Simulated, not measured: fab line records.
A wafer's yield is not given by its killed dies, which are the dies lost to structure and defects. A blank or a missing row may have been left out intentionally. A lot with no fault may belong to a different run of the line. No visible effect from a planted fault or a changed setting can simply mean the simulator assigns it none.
Chamber matching + flow nand_harc + 4 sister chambers for NHARC_A_STAIRCASE_CMP_472 on cmp-02
The step polishes SiO2. 18 wafers are shown with their chamber, then 9 later ones without.

== WAFERS, EACH WITH ITS CHAMBER ==
| wafer  | chamber | motor_current_A (A) | edge_zone_pressure_frac |
|--------|---------|---------------------|-------------------------|
| L076.2 | 3       | 12.1                | 1.004                   |
| L076.4 | 0       | 11.7                | 0.999                   |
| L076.5 | 0       | 11.2                | 1.001                   |
| L077.1 | 1       | 13.2                | 1.001                   |
| L077.3 | 0       | 11.0                | 0.999                   |
| L077.5 | 0       | 11.2                | 1.001                   |
| L079.1 | 1       | 12.7                | 1.004                   |
| L079.2 | 3       | 11.2                | 1.010                   |
| L079.5 | 0       | 10.2                | 0.999                   |
| L081.3 | 1       | 12.5                | 1.007                   |
| L081.4 | 2       | 10.2                | 1.001                   |
| L081.6 | 1       | 13.5                | 1.006                   |
| L085.1 | 3       | 11.6                | 0.999                   |
| L085.2 | 0       | 10.9                | 1.005                   |
| L085.6 | 1       | 13.2                | 0.997                   |
| L084.2 | 1       | 13.1                | 0.998                   |
| L084.3 | 0       | 11.2                | 1.008                   |
| L084.6 | 0       | 11.5                | 1.002                   |

SIGNATURES, as means of the wafers listed above
| reading                 | chamber 0 | chamber 1 | chamber 2 | chamber 3 | scatter within a chamber |
|-------------------------|-----------|-----------|-----------|-----------|--------------------------|
| motor_current_A         | 11.112    | 13.033    | 10.200    | 11.633    | 0.422                    |
| edge_zone_pressure_frac | 1.00175   | 1.00217   | 1.00100   | 1.00433   | 0.00397                  |
Rule: a wafer's distance from a chamber is the root of the sum, over the readings, of the square of ((its reading less the chamber's mean) divided by the reading's scatter). If the next closest chamber is less than 2 further off than the closest, the wafer can't be placed; otherwise it belongs to the closest. The scatter: take each reading less its chamber's mean, square it, sum over the shown wafers, divide by the number of wafers less the number of chambers, and take the root.

== WAFERS WHOSE CHAMBER IS MISSING ==
| wafer  | motor_current_A (A) | edge_zone_pressure_frac |
|--------|---------------------|-------------------------|
| L087.1 | 11.4                | 1.004                   |
| L087.4 | 12.3                | 1.007                   |
| L087.6 | 11.2                | 1.010                   |
| L089.2 | 12.0                | 1.002                   |
| L089.3 | 11.0                | 1.002                   |
| L089.5 | 13.3                | 1.003                   |
| L097.1 | 11.4                | 0.999                   |
| L097.2 | 13.3                | 0.988                   |
| L097.6 | 10.8                | 0.996                   |

== WHICH CHAMBER EACH WENT THROUGH ==
| wafer  | from the rows above          | in truth |
|--------|------------------------------|----------|
| L087.1 | can't be placed: 3 or 0      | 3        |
| L087.4 | can't be placed: 3 or 1 or 0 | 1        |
| L087.6 | can't be placed: 3 or 0 or 2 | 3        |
| L089.2 | can't be placed: 3 or 0 or 1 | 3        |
| L089.3 | can't be placed: 0 or 3 or 2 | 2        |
| L089.5 | 1                            | 1        |
| L097.1 | can't be placed: 0 or 3 or 2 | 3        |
| L097.2 | 1                            | 1        |
| L097.6 | can't be placed: 0 or 2 or 3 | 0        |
Placed correctly: 2 of 9. From these rows, 7 cannot be placed; in 7 the true chamber is one of the candidates. Placed wrongly: 0.
